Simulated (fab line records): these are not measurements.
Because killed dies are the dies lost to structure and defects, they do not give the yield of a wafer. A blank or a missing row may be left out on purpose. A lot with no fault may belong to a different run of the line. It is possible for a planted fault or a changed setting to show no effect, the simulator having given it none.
Which tool did it? + flow n5-finfet + 12 lots with 35 wafers sampled at 4 steps, on a route of 1938 steps

## WHAT THE GAUGES SHOWED, per wafer
N5_BEOL_M10_THK_MEAS_53: measures by xrf. Usual: M10_THK typically reads 143 nm, with standard deviation 3.
| lot  | measured     | on            | M10_THK (nm) | flag |
|------|--------------|---------------|--------------|------|
| L424 | day 9 23:52  | film-metro-02 | 143 141 146  |      |
| L425 | day 10 03:58 | film-metro-01 | 143 141 145  |      |
| L426 | day 10 07:35 | film-metro-02 | 147 141 139  |      |
| L427 | day 10 17:16 | film-metro-01 | 137 143 138  |      |
| L431 | day 12 05:13 | film-metro-01 | 141 139 140  |      |
| L432 | day 12 12:35 | film-metro-02 | 138 143      |      |
| L433 | day 12 22:38 | film-metro-02 | 144 146 142  |      |
| L434 | day 13 05:50 | film-metro-02 | 145 144 141  |      |
| L436 | day 13 10:51 | film-metro-02 | 145 143 145  |      |
| L439 | day 13 19:05 | film-metro-01 | 142 142 145  |      |
| L437 | day 13 19:39 | film-metro-02 | 145 141 146  |      |
| L440 | day 14 01:12 | film-metro-01 | 144 145 147  |      |

N5_BEOL_M11_CD_MEAS_11: the cd target is 64.1 nm. Usual: cd-nm 64.2 nm, standard deviation 0.6.
| lot  | measured     | on        | cd-nm (nm)     | flag |
|------|--------------|-----------|----------------|------|
| L424 | day 10 02:30 | cd-sem-02 | 64.5 64.3 64.0 |      |
| L425 | day 10 05:58 | cd-sem-02 | 63.6 63.6 63.5 |      |
| L426 | day 10 09:19 | cd-sem-01 | 63.7 63.6 63.5 |      |
| L427 | day 10 20:01 | cd-sem-02 | 65.4 64.8 65.2 |      |
| L431 | day 12 08:07 | cd-sem-03 | 64.4 63.7 63.9 |      |
| L432 | day 12 14:52 | cd-sem-02 | 64.1 64.9      |      |
| L433 | day 13 00:35 | cd-sem-02 | 63.9 63.8 64.2 |      |
| L434 | day 13 09:38 | cd-sem-02 | 64.5 65.1 64.9 |      |
| L436 | day 13 13:32 | cd-sem-01 | 63.6 63.5 63.4 |      |
| L439 | day 13 21:01 | cd-sem-03 | 64.2 63.1 63.7 |      |
| L437 | day 13 21:23 | cd-sem-02 | 65.1 65.3 63.4 |      |
| L440 | day 14 03:11 | cd-sem-01 | 64.3 64.3 64.9 |      |

## TOOL THAT RAN EACH LOT (tool first, then ch and the chambers of the sampled wafers, then the start)
| lot  | N5_BEOL_M10_TRENCH_ETCH_37                    | N5_BEOL_M11_COAT_60               |
|------|-----------------------------------------------|-----------------------------------|
| L424 | rie-diel-04 ch 0,1,3, day 9 23:52 or earlier  | litho-track-05 ch 0, day 10 02:08 |
| L425 | rie-diel-04 ch 0,1, day 10 03:58 or earlier   | litho-track-04 ch 0, day 10 05:36 |
| L426 | rie-diel-03 ch 0,1,3, day 10 07:35 or earlier | litho-track-05 ch 0, day 10 09:04 |
| L427 | rie-diel-04 ch 1,3, day 10 17:16 or earlier   | litho-track-03 ch 0, day 10 19:39 |
| L431 | rie-diel-03 ch 0,1,2, day 12 05:13 or earlier | litho-track-04 ch 0, day 12 07:45 |
| L432 | rie-diel-04 ch 0,3, day 12 12:35 or earlier   | litho-track-03 ch 0, day 12 14:37 |
| L433 | rie-diel-03 ch 1,2,3, day 12 22:38 or earlier | litho-track-03 ch 0, day 13 00:21 |
| L434 | rie-diel-01 ch 0,2,3, day 13 05:50 or earlier | litho-track-04 ch 0, day 13 09:17 |
| L436 | rie-diel-04 ch 0,1, day 13 10:51 or earlier   | litho-track-05 ch 0, day 13 13:10 |
| L439 | rie-diel-04 ch 0,1,2, day 13 19:05 or earlier | litho-track-04 ch 0, day 13 20:40 |
| L437 | rie-diel-04 ch 0,2, day 13 19:39 or earlier   | litho-track-05 ch 0, day 13 21:09 |
| L440 | rie-diel-04 ch 1,2, day 14 01:12 or earlier   | litho-track-04 ch 0, day 14 02:49 |
- N5_BEOL_M10_TRENCH_ETCH_37: etches SiCOH lowk in C4F6/O2, target depth 148.83 nm, time 48 s.
- N5_BEOL_M11_COAT_60: time 60 s, resist thk 30 nm.

## AS READ BY THE TOOLS THEMSELVES (means over the sampled wafers that have a number; for cases with no such wafer, the mark the record gives instead)
N5_BEOL_M10_TRENCH_ETCH_37. Usual: drypump-motor-current-A 5.8 A, standard deviation 0.35; oes_o_777_au 0.79 a.u., standard deviation 0.084; oes-product-au 0.79 a.u., standard deviation 0.086; rf-vpp-V 666 V, standard deviation 11; showerhead-plenum-p-Torr 2.86 Torr, standard deviation 0.059; throttle-valve-pct 20.88 %, standard deviation 0.27.
| lot  | tool        | drypump-motor-current-A (A) | oes_o_777_au (a.u.) | oes-product-au (a.u.) | rf-vpp-V (V) | showerhead-plenum-p-Torr (Torr) | throttle-valve-pct (%) | flag |
|------|-------------|-----------------------------|---------------------|-----------------------|--------------|---------------------------------|------------------------|------|
| L424 | rie-diel-04 | 6.0                         | 0.77                | 0.76                  | 667          | 2.89                            | 21.09                  |      |
| L425 | rie-diel-04 | 6.0                         | 0.77                | 0.77                  | 665          | 2.85                            | 21.16                  |      |
| L426 | rie-diel-03 | 5.5                         | 0.85                | 0.83                  | 657          | 2.91                            | 20.63                  |      |
| L427 | rie-diel-04 | 5.9                         | 0.76                | 0.74                  | 671          | 2.92                            | 21.02                  |      |
| L431 | rie-diel-03 | 5.3                         | 0.76                | 0.75                  | 663          | 2.87                            | 20.69                  |      |
| L432 | rie-diel-04 | 6.0                         | 0.72                | 0.70                  | 664          | 2.87                            | 21.06                  |      |
| L433 | rie-diel-03 | 5.5                         | 0.81                | 0.79                  | 658          | 2.85                            | 20.69                  |      |
| L434 | rie-diel-01 | 5.6                         | 0.74                | 0.74                  | 658          | 2.85                            | 20.96                  |      |
| L436 | rie-diel-04 | 6.0                         | 0.76                | 0.77                  | 670          | 2.87                            | 21.22                  |      |
| L439 | rie-diel-04 | 6.0                         | 0.79                | 0.80                  | 671          | 2.83                            | 20.98                  |      |
| L437 | rie-diel-04 | 6.1                         | 0.83                | 0.84                  | 671          | 2.80                            | 20.74                  |      |
| L440 | rie-diel-04 | 6.1                         | 0.85                | 0.86                  | 678          | 2.82                            | 20.75                  |      |

N5_BEOL_M11_COAT_60. Usual: spin-speed-rpm 1500.0 rpm, standard deviation 1.
| lot  | tool           | spin-speed-rpm (rpm) | flag |
|------|----------------|----------------------|------|
| L424 | litho-track-05 | 1499.9               |      |
| L425 | litho-track-04 | 1500.2               |      |
| L426 | litho-track-05 | 1500.9               |      |
| L427 | litho-track-03 | 1499.6               |      |
| L431 | litho-track-04 | 1500.4               |      |
| L432 | litho-track-03 | 1624.8               | OFF  |
| L433 | litho-track-03 | 1625.1               | OFF  |
| L434 | litho-track-04 | 1499.6               |      |
| L436 | litho-track-05 | 1500.5               |      |
| L439 | litho-track-04 | 1501.2               |      |
| L437 | litho-track-05 | 1499.6               |      |
| L440 | litho-track-04 | 1499.4               |      |

## THE ANSWER, worked out from the rows above alone
Rule: a lot is off if the mean of its wafers that have a number lies more than 3 standard deviations from the usual mean. Also off: a lot with no number at a reading for which 4 or more lots have one. Any other lot the step has rows for is counted as sound. The gauges are gone through in route order, then the tools' own readings, and for those a lot's mean is taken as printed above. At the first step where some lot is off, the reading lying furthest off is the one used; lots without a number count as furthest.
Off: L432, L433, at N5_BEOL_M11_COAT_60 (spin-speed-rpm).
If a tool, at that step or one of the process steps before it, ran each lot that is off and ran no sound lot following the first of them, it fits. N5_BEOL_M10_TRENCH_ETCH_37: start missing for some lots; hours and lot order therefore follow N5_BEOL_M10_THK_MEAS_53. One fits: litho-track-03 at N5_BEOL_M11_COAT_60. A fault onset in the window from L427 (day 10 19:39, its last sound lot) to L432 (day 12 14:37, its first lot off) fits.
The tool's own readings at N5_BEOL_M11_COAT_60 bear it out: on the lots that are off they differ by more than 5 times the standard deviation of the sound lots' means. spin-speed-rpm reads 1624.9 rpm there against 1500.1 rpm on the sound lots.

## WHAT THE SIMULATOR HAD PUT IN
Process parameters drifting: litho-track-03 at N5_BEOL_M11_COAT_60, beginning at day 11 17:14. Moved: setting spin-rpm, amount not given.
Lots struck among those shown: L432, L433. The same result came from the rule above.
